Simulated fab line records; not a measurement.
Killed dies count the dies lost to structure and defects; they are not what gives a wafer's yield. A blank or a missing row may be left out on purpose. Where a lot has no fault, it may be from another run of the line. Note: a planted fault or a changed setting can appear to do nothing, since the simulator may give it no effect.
Lot-split experiment / flow n5 finfet / route with 1938 steps; 7 lots, 30 wafers read

## ABOUT THE SPLIT
At N5_BEOL_M15_ILD_DEP_00 (deposits SiO2 from TEOS/O2, target thk 1629.3 nm, time 346.1 s), the setting time s was moved away from the recipe's 346.1 s on 14 of the 30 wafers read, by -44.4% to +27.7%. The other wafers ran this setting at the recipe's value.

## FROM THE SPLIT TO THE READING: what the file shows between them, 10 steps
- N5_BEOL_M15_THK_MEAS_01
- N5_BEOL_M15_COAT_58: time 60 s, resist thk 89 nm
- N5_BEOL_M15_COAT_04: resist thk 800 nm
- N5_BEOL_M15_DESCUM_15: chemistry O2, time 7.9 s
- N5_BEOL_M15_ETCH_59: etches BARC in N2/H2, target depth 89 nm, overetch 26.7 nm, time 67.9 s
- N5_BEOL_M15_VIA_ETCH_16: etches SiO2 in C4F8/O2/Ar, target depth 1792.2 nm
- N5_BEOL_M15_STRIP_63: strips in O2
- N5_BEOL_M15_STRIP_64: strips in O2
- N5_BEOL_M15_STRIP_65: strips in post etch residue remover, time 60 s
- N5_BEOL_M15_SRD_66: time 30 s, dry time 30 s

## THE READING
At N5_BEOL_M15_CD_MEAS_17: cd nm in nanometres, against a target cd of 360 nm. On this fab line, fault-free wafers typically give 361.5 nm with a standard deviation of 1.2 nm.

wafer=L074.1; tool, chamber at the split=pecvd-02, 1; time s as run, s=346.1; against the recipe=recipe; cd nm, nm=363.3; against lot-mates on the recipe=-
wafer=L074.3; tool, chamber at the split=pecvd-02, 0; time s as run, s=346.1; against the recipe=recipe; cd nm, nm=361.3; against lot-mates on the recipe=-
wafer=L074.6; tool, chamber at the split=pecvd-02, 1; time s as run, s=346.1; against the recipe=recipe; cd nm, nm=362.4; against lot-mates on the recipe=-
wafer=L080.1; tool, chamber at the split=pecvd-01, 1; time s as run, s=441.9; against the recipe=+27.7%; cd nm, nm=365.3; against lot-mates on the recipe=+3.5
wafer=L080.2; tool, chamber at the split=pecvd-01, 2; time s as run, s=441.9; against the recipe=+27.7%; cd nm, nm=365.1; against lot-mates on the recipe=+3.3
wafer=L080.3; tool, chamber at the split=pecvd-01, 1; time s as run, s=346.1; against the recipe=recipe; cd nm, nm=361.3; against lot-mates on the recipe=-
wafer=L080.4; tool, chamber at the split=pecvd-01, 2; time s as run, s=346.1; against the recipe=recipe; cd nm, nm=360.4; against lot-mates on the recipe=-
wafer=L080.5; tool, chamber at the split=pecvd-01, 2; time s as run, s=346.1; against the recipe=recipe; cd nm, nm=363.6; against lot-mates on the recipe=-
wafer=L080.6; tool, chamber at the split=pecvd-01, 1; time s as run, s=441.9; against the recipe=+27.7%; cd nm, nm=366.7; against lot-mates on the recipe=+4.9
wafer=L087.2; tool, chamber at the split=pecvd-04, 1; time s as run, s=346.1; against the recipe=recipe; cd nm, nm=361.7; against lot-mates on the recipe=-
wafer=L087.3; tool, chamber at the split=pecvd-04, 2; time s as run, s=406.9; against the recipe=+17.6%; cd nm, nm=364.7; against lot-mates on the recipe=+3.0
wafer=L087.4; tool, chamber at the split=pecvd-04, 2; time s as run, s=346.1; against the recipe=recipe; cd nm, nm=361.7; against lot-mates on the recipe=-
wafer=L092.2; tool, chamber at the split=pecvd-04, 0; time s as run, s=413.8; against the recipe=+19.6%; cd nm, nm=365.1; against lot-mates on the recipe=+3.2
wafer=L092.3; tool, chamber at the split=pecvd-04, 2,0; time s as run, s=346.1; against the recipe=recipe; cd nm, nm=361.7; against lot-mates on the recipe=-
wafer=L092.6; tool, chamber at the split=pecvd-04, 2; time s as run, s=346.1; against the recipe=recipe; cd nm, nm=362.2; against lot-mates on the recipe=-
wafer=L094.1; tool, chamber at the split=pecvd-04, 0; time s as run, s=346.1; against the recipe=recipe; cd nm, nm=360.9; against lot-mates on the recipe=-
wafer=L094.2; tool, chamber at the split=pecvd-04, 1; time s as run, s=251.2; against the recipe=-27.4%; cd nm, nm=357.1; against lot-mates on the recipe=-3.1
wafer=L094.3; tool, chamber at the split=pecvd-04, 2; time s as run, s=251.2; against the recipe=-27.4%; cd nm, nm=354.1; against lot-mates on the recipe=-6.1
wafer=L094.4; tool, chamber at the split=pecvd-04, 2; time s as run, s=346.1; against the recipe=recipe; cd nm, nm=359.2; against lot-mates on the recipe=-
wafer=L094.5; tool, chamber at the split=pecvd-04, 1; time s as run, s=346.1; against the recipe=recipe; cd nm, nm=360.4; against lot-mates on the recipe=-
wafer=L094.6; tool, chamber at the split=pecvd-04, 0; time s as run, s=251.2; against the recipe=-27.4%; cd nm, nm=357.4; against lot-mates on the recipe=-2.8
wafer=L082.1; tool, chamber at the split=pecvd-04, 2; time s as run, s=346.1; against the recipe=recipe; cd nm, nm=359.3; against lot-mates on the recipe=-
wafer=L082.2; tool, chamber at the split=pecvd-04, 0; time s as run, s=192.5; against the recipe=-44.4%; cd nm, nm=355.0; against lot-mates on the recipe=-4.9
wafer=L082.3; tool, chamber at the split=pecvd-04, 1; time s as run, s=346.1; against the recipe=recipe; cd nm, nm=359.2; against lot-mates on the recipe=-
wafer=L082.4; tool, chamber at the split=pecvd-04, 1; time s as run, s=192.5; against the recipe=-44.4%; cd nm, nm=355.3; against lot-mates on the recipe=-4.6
wafer=L082.5; tool, chamber at the split=pecvd-04, 0; time s as run, s=346.1; against the recipe=recipe; cd nm, nm=361.2; against lot-mates on the recipe=-
wafer=L082.6; tool, chamber at the split=pecvd-04, 2; time s as run, s=192.5; against the recipe=-44.4%; cd nm, nm=354.9; against lot-mates on the recipe=-5.0
wafer=L093.1; tool, chamber at the split=pecvd-02, 0; time s as run, s=285; against the recipe=-17.7%; cd nm, nm=359.0; against lot-mates on the recipe=no lot-mate on the recipe
wafer=L093.3; tool, chamber at the split=pecvd-02, 1; time s as run, s=285; against the recipe=-17.7%; cd nm, nm=358.6; against lot-mates on the recipe=no lot-mate on the recipe
wafer=L093.6; tool, chamber at the split=pecvd-02, 0; time s as run, s=285; against the recipe=-17.7%; cd nm, nm=359.8; against lot-mates on the recipe=no lot-mate on the recipe
Rows listing several chambers each stand for several wafers; the file does not say which wafer went through which chamber.

THE FIT
A straight line over all 30 wafers: cd nm changes by +0.155 nm for each +1% of time s; r = +0.93; the points scatter about the line by 1.2 nm.
The same after taking each lot's own level away (the mean of its wafers on the recipe; 27 wafers): +0.128 nm for each +1%; r = +0.94; scatter 0.97 nm.
On that fit, the largest move of time s shifts the reading by 5.7 nm.
Across the lots, their own levels run from 359.90 to 362.33 nm, a range of 2.0 times the standard deviation given above.
Hence the slope depends on the lot-to-lot level, as the two fits are not the same.
Check: -5.68 nm against its lot-mates is what the line predicts for one of the wafers moved furthest among these (-44.4%) when that wafer is left out of the fit. It came out at -4.9 nm against them.

## ADDITIONAL SPLITS CARRIED BY THESE WAFERS
Other splits were also applied to these wafers ahead of the reading. Each is held against what the fit with the lots' levels taken away leaves over:
other split on the same wafers=N5_BEOL_M9_VIA_ETCH_34 target depth a; wafers away from the commonest value=12; r with cd nm (lot level and that fit taken away)=-0.01

## THE WHOLE CHAIN: every reading that the file lists as answering this split, in the file's order
step=N5_BEOL_M15_ILD_DEP_00; what it does=deposits SiO2 from TEOS/O2, target thk 1629.3 nm, time 346.1 s; reading=SiO2_of_BEOL_M15_ILD_DEP_00.thk nm (the simulator's own value, which no gauge read); change (the file's fit)=+16.1 nm for each +1% of the setting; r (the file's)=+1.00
step=N5_BEOL_M15_THK_MEAS_01; what it does=; reading=M15_ILD_THK; change (the file's fit)=+16 for each +1% of the setting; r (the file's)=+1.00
step=N5_BEOL_M15_VIA_ETCH_16; what it does=etches SiO2 in C4F8/O2/Ar, target depth 1792.2 nm; reading=etch.depth nm (the simulator's own value, which no gauge read); change (the file's fit)=+16.1 nm for each +1% of the setting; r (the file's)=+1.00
step=N5_BEOL_M15_VIA_ETCH_16; what it does=etches SiO2 in C4F8/O2/Ar, target depth 1792.2 nm; reading=coat_of_BEOL_M15_COAT_04.thk nm (the simulator's own value, which no gauge read); change (the file's fit)=-3.8 nm for each +1% of the setting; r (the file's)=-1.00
step=N5_BEOL_M15_CD_MEAS_17; what it does=target cd 360 nm; reading=cd nm; change (the file's fit)=+0.128 nm for each +1% of the setting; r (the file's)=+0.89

## THE FILE'S OWN FIT
cd nm changes by +0.128 nm for each +1% of time s, r = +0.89.
